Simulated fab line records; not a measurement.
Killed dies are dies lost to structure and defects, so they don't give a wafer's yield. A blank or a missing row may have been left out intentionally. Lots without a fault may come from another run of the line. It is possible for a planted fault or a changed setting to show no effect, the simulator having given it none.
Split-lot trial -- flow n5-finfet -- 7 lots, 39 wafers read, on a route of 1938 steps

ON THE SPLIT
At N5_SD_EPI_N_EPI_21 (deposits Si:P, time 690 s), the setting pressure-torr was moved away from the recipe's 255 Torr on 30 of the 39 wafers read, by -18.7% to +8.6%. This setting was run at the recipe's value on the other wafers.

FROM THE SPLIT TO THE READING: what the file shows between them, 8 steps
- N5_SD_EPI_N_PRECLEAN_24: cleans in O3/DIW, time 60 s
- N5_SD_EPI_P_HM_STRIP_48: strips SiNx in H3PO4, material SiNx, target depth 3 nm
- N5_SD_EPI_P_SRD_49: time 30 s
- N5_SD_EPI_P_PRECLEAN_24: cleans in O3/DIW, time 45 s
- N5_SD_EPI_P_PRECLEAN_32: cleans in dHF, time 10 s
- N5_SD_EPI_P_PRECLEAN_33: cleans in SC2, time 45 s
- N5_SD_ACTIVATION_RTA_00: time 0 s
- N5_SD_ACTIVATION_LSA_01: time 0.0008 s

THE READING
Measured at N5_SD_ACTIVATION_RS_MEAS_03 by four-point probe: RS_SD_N, in ohm/sq. Fault-free wafers of this fab line usually give 21.94 ohm/sq, standard deviation 0.24 ohm/sq.

wafer,"tool, chamber at the split","pressure-torr as run, Torr",against the recipe,"RS_SD_N, ohm/sq",against lot-mates on the recipe
L074.1,"epi-rpcvd-02, 0",207.3,-18.7%,23.92,no lot-mate on the recipe
L074.2,"epi-rpcvd-02, 0",207.3,-18.7%,23.95,no lot-mate on the recipe
L074.3,"epi-rpcvd-02, 0",207.3,-18.7%,24.30,no lot-mate on the recipe
L074.4,"epi-rpcvd-02, 0",207.3,-18.7%,24.35,no lot-mate on the recipe
L074.5,"epi-rpcvd-02, 0",207.3,-18.7%,24.33,no lot-mate on the recipe
L074.6,"epi-rpcvd-02, 0",207.3,-18.7%,24.00,no lot-mate on the recipe
L079.1,"epi-rpcvd-02, 0",276.9,+8.6%,20.89,no lot-mate on the recipe
L079.2,"epi-rpcvd-02, 0",276.9,+8.6%,20.98,no lot-mate on the recipe
L079.3,"epi-rpcvd-02, 0",276.9,+8.6%,21.11,no lot-mate on the recipe
L079.4,"epi-rpcvd-02, 0",276.9,+8.6%,20.97,no lot-mate on the recipe
L079.5,"epi-rpcvd-02, 0",276.9,+8.6%,21.17,no lot-mate on the recipe
L079.6,"epi-rpcvd-02, 0",276.9,+8.6%,21.11,no lot-mate on the recipe
L083.2,"epi-rpcvd-02, 0",255,recipe,22.69,-
L083.4,"epi-rpcvd-02, 0",255,recipe,22.69,-
L083.5,"epi-rpcvd-02, 0",255,recipe,22.18,-
L085.1,"epi-rpcvd-03, 0",208.4,-18.3%,24.15,no lot-mate on the recipe
L085.2,"epi-rpcvd-03, 0",208.4,-18.3%,23.96,no lot-mate on the recipe
L085.3,"epi-rpcvd-03, 0",208.4,-18.3%,24.03,no lot-mate on the recipe
L085.4,"epi-rpcvd-03, 0",208.4,-18.3%,23.83,no lot-mate on the recipe
L085.5,"epi-rpcvd-03, 0",208.4,-18.3%,24.31,no lot-mate on the recipe
L085.6,"epi-rpcvd-03, 0",208.4,-18.3%,24.10,no lot-mate on the recipe
L087.1,"epi-rpcvd-04, 0",273,+7.1%,21.07,no lot-mate on the recipe
L087.2,"epi-rpcvd-04, 0",273,+7.1%,21.08,no lot-mate on the recipe
L087.3,"epi-rpcvd-04, 0",273,+7.1%,21.00,no lot-mate on the recipe
L087.4,"epi-rpcvd-04, 0",273,+7.1%,21.26,no lot-mate on the recipe
L087.5,"epi-rpcvd-04, 0",273,+7.1%,20.90,no lot-mate on the recipe
L087.6,"epi-rpcvd-04, 0",273,+7.1%,20.86,no lot-mate on the recipe
L090.1,"epi-rpcvd-03, 0",255,recipe,22.14,-
L090.2,"epi-rpcvd-03, 0",255,recipe,21.89,-
L090.3,"epi-rpcvd-03, 0",255,recipe,21.88,-
L090.4,"epi-rpcvd-03, 0",255,recipe,21.92,-
L090.5,"epi-rpcvd-03, 0",255,recipe,22.29,-
L090.6,"epi-rpcvd-03, 0",255,recipe,21.80,-
L091.1,"epi-rpcvd-03, 0",230.8,-9.5%,22.75,no lot-mate on the recipe
L091.2,"epi-rpcvd-03, 0",230.8,-9.5%,22.88,no lot-mate on the recipe
L091.3,"epi-rpcvd-03, 0",230.8,-9.5%,23.02,no lot-mate on the recipe
L091.4,"epi-rpcvd-03, 0",230.8,-9.5%,22.76,no lot-mate on the recipe
L091.5,"epi-rpcvd-03, 0",230.8,-9.5%,22.74,no lot-mate on the recipe
L091.6,"epi-rpcvd-03, 0",230.8,-9.5%,23.06,no lot-mate on the recipe

FIT RESULTS
A straight line over all 39 wafers: RS_SD_N changes by -0.113 ohm/sq for each +1% of pressure-torr; r = -0.98; the points scatter about the line by 0.24 ohm/sq.
Too few moved wafers have a lot-mate on the recipe to fit a line with each lot's own level taken away.

THE WHOLE CHAIN: every reading that the file lists as answering this split, in the file's order
step,what it does,reading,change (the file's fit),r (the file's)
N5_SD_EPI_N_EPI_21,"deposits Si:P, time 690 s","Si-P_of_SD_EPI_N_EPI_21.thk-nm (the simulator's own value, which no gauge read)",+0.241 nm for each +1% of the setting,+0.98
N5_SD_EPI_P_PRECLEAN_24,"cleans in O3/DIW, time 45 s","Si-P_of_SD_EPI_N_EPI_21.thk-nm (the simulator's own value, which no gauge read)",+0.234 nm for each +1% of the setting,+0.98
N5_SD_ACTIVATION_RS_MEAS_03,measures by four-point-probe,RS_SD_N,-0.113 for each +1% of the setting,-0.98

FILE'S OWN FIT
RS_SD_N changes by -0.113 ohm/sq for each +1% of pressure-torr, r = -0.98.
